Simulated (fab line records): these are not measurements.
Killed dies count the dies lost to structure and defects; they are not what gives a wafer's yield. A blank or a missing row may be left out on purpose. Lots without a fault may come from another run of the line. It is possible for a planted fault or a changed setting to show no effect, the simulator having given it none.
Chamber matching + flow n5-finfet + N5_BEOL_M4_ALD_84 on ald-metal-04: 4 sister chambers
The step deposits TaN, pulse time 2 s, purge time 3 s, co reactant purge time 2 s. 14 wafers are shown with their chamber, then 7 later ones without.

== WAFERS WITH THEIR CHAMBER ==
| wafer  | chamber | heater-power-w (W) | heater-power-outer-w (W) | susceptor-temp-C (C) |
|--------|---------|--------------------|--------------------------|----------------------|
| L076.1 | 1       | 431                | 248                      | 275.13               |
| L076.2 | 0       | 404                | 223                      | 275.21               |
| L076.3 | 3       | 395                | 216                      | 274.65               |
| L079.1 | 2       | 365                | 206                      | 274.90               |
| L079.4 | 1       | 440                | 247                      | 274.57               |
| L079.6 | 1       | 425                | 243                      | 275.02               |
| L081.2 | 1       | 428                | 250                      | 274.98               |
| L081.3 | 3       | 403                | 220                      | 274.97               |
| L081.4 | 0       | 405                | 214                      | 274.87               |
| L084.1 | 3       | 400                | 217                      | 275.02               |
| L084.5 | 3       | 394                | 221                      | 275.01               |
| L084.6 | 2       | 368                | 206                      | 275.04               |
| L091.1 | 1       | 425                | 244                      | 275.02               |
| L091.3 | 0       | 409                | 214                      | 275.08               |

SIGNATURES, as means of the wafers listed above
| reading              | chamber 0 | chamber 1 | chamber 2 | chamber 3 | scatter within a chamber |
|----------------------|-----------|-----------|-----------|-----------|--------------------------|
| heater-power-w       | 406.00    | 429.80    | 366.50    | 398.00    | 4.77                     |
| heater-power-outer-w | 217.00    | 246.40    | 206.00    | 218.50    | 3.23                     |
| susceptor-temp-C     | 275.0533  | 274.9440  | 274.9700  | 274.9125  | 0.187                    |
Rule: distance of a wafer from a chamber = root of the sum over the readings of ((wafer's reading minus chamber's mean) / reading's scatter) squared. If the next closest chamber is less than 2 further off than the closest, the wafer can't be placed; otherwise it belongs to the closest. The scatter is the square root of a quotient: the sum, over the shown wafers, of each reading's squared deviation from its chamber's mean, divided by wafers minus chambers.

== WAFERS WITH NO CHAMBER GIVEN ==
| wafer  | heater-power-w (W) | heater-power-outer-w (W) | susceptor-temp-C (C) |
|--------|--------------------|--------------------------|----------------------|
| L091.5 | 405                | 216                      | 274.86               |
| L093.1 | 401                | 219                      | 275.11               |
| L093.3 | 404                | 217                      | 275.15               |
| L093.4 | 373                | 208                      | 274.58               |
| L096.1 | 401                | 216                      | 274.85               |
| L096.2 | 375                | 213                      | 275.11               |
| L096.5 | 369                | 206                      | 275.01               |

== WHICH CHAMBER EACH WENT THROUGH ==
| wafer  | from the rows above     | in truth |
|--------|-------------------------|----------|
| L091.5 | can't be placed: 0 or 3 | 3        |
| L093.1 | can't be placed: 3 or 0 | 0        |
| L093.3 | can't be placed: 0 or 3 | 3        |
| L093.4 | 2                       | 2        |
| L096.1 | can't be placed: 3 or 0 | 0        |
| L096.2 | 2                       | 2        |
| L096.5 | 2                       | 2        |
Placed correctly: 3 of 7. From these rows, 4 cannot be placed; in 4 the true chamber is one of the candidates. 0 placed wrongly.
